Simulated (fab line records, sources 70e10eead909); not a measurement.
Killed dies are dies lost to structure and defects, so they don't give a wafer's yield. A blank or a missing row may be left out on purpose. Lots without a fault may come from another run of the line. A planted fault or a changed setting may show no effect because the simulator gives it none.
Problem report in the 8D (eight disciplines) form, filled by code | flow nand_harc | the parts of the form that need people (team, actions taken, sign-off) are left out

1. THE PROBLEM
killed_at_array at NHARC_END_SORT_01 reads a mean of 674 on 6 wafers of 2 lots; wafers without a fault read 28 with a standard deviation of 11. That is +59 standard deviations from the usual mean.
First seen on wafer L454.1, day 21 14:41, on prober-01. The record holds 6 wafers of 2 lots with a number at this step. Rule for "out", or "out of limits": more than 4 standard deviations from the usual mean. The other wafers with a number count as sound.

2. WHAT IT IS AND WHAT IT IS NOT
question                    | is                           | is not
which readings at this step | killed_at_array, killed_dies | killed_at_other, killed_at_periphery, killed_short
which lots                  | L454, L455                   | -
which wafers of those lots  | all that have a number       | -
read on which gauges        | prober-01                    | -
when                        | from day 21 14:41            | up to then (0 sound wafers)

3. SUSPECTS, AND WHAT RULES EACH OUT
Counting: a tool at a process step up to the reading stays a suspect if it ran every lot that is out and no sound lot after the first of them.
- the gauge at NHARC_END_SORT_01: kept. All the wafers that are out were read on prober-01, and no step on other tools shows them out.
- rie_diel-09 at NHARC_A_BLC_DESCUM_15 (chemistry O2, time 3 s): kept. It ran every lot that is out, first L454 (day 19 13:39), and no sound lot after that.
- rie_diel-09 at NHARC_A_BLC_ETCH_16 (etches the open film in CF4, target depth 39 nm, time 65 s): kept. It ran every lot that is out, first L454 (day 19 13:44), and no sound lot after that.
Left after counting: rie_diel-09 at NHARC_A_BLC_DESCUM_15, rie_diel-09 at NHARC_A_BLC_ETCH_16, prober-01 at NHARC_END_SORT_01.

4. THE CAUSE (what the simulator had put in)
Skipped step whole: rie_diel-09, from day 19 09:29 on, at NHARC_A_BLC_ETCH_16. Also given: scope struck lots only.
Counting left 3 suspects, and this tool is among them.

5. THE CHAIN OF EFFECTS, in route order
Each row: a reading whose mean over the struck wafers that have a number lies more than 3 standard deviations from the usual. Only readings for which the record gives a usual standard deviation are gone through. hours: the time from each lot's start at the first step in this table that gives one to its start at this step, as a median over the lots. sigmas: the change in usual standard deviations.
hours | step              | reading         | usual | on struck wafers | change | sigmas
0     | NHARC_END_SORT_01 | killed_at_array | 28    | 674              | +646   | +59
0     | NHARC_END_SORT_01 | killed_dies     | 32    | 677              | +645   | +59
Readings that are blank on the struck wafers while sound wafers have them: bias_w at NHARC_A_BLC_ETCH_16; cf4_flow_sccm at NHARC_A_BLC_ETCH_16; drypump_motor_current_A at NHARC_A_BLC_ETCH_16; mfc_ar_sccm at NHARC_A_BLC_ETCH_16; oes_product_au at NHARC_A_BLC_ETCH_16; rf_vpp_V at NHARC_A_BLC_ETCH_16; showerhead_plenum_p_Torr at NHARC_A_BLC_ETCH_16; throttle_valve_pct at NHARC_A_BLC_ETCH_16.

6. WHAT WOULD HAVE CAUGHT IT SOONER
In this record the first reading out of limits at a measuring or inspecting step was taken at day 21 14:41, 53 hours after the fault began at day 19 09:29.
At NHARC_A_BLC_ETCH_16 the tool's readings are blank on the struck wafers, where sound wafers have them: an empty tool record is the first sign, and it was there at once.
All the lots that are out (2) had begun NHARC_A_BLC_ETCH_16 on rie_diel-09 by day 21 14:41. A hold on the tool at that time would have spared none of them.
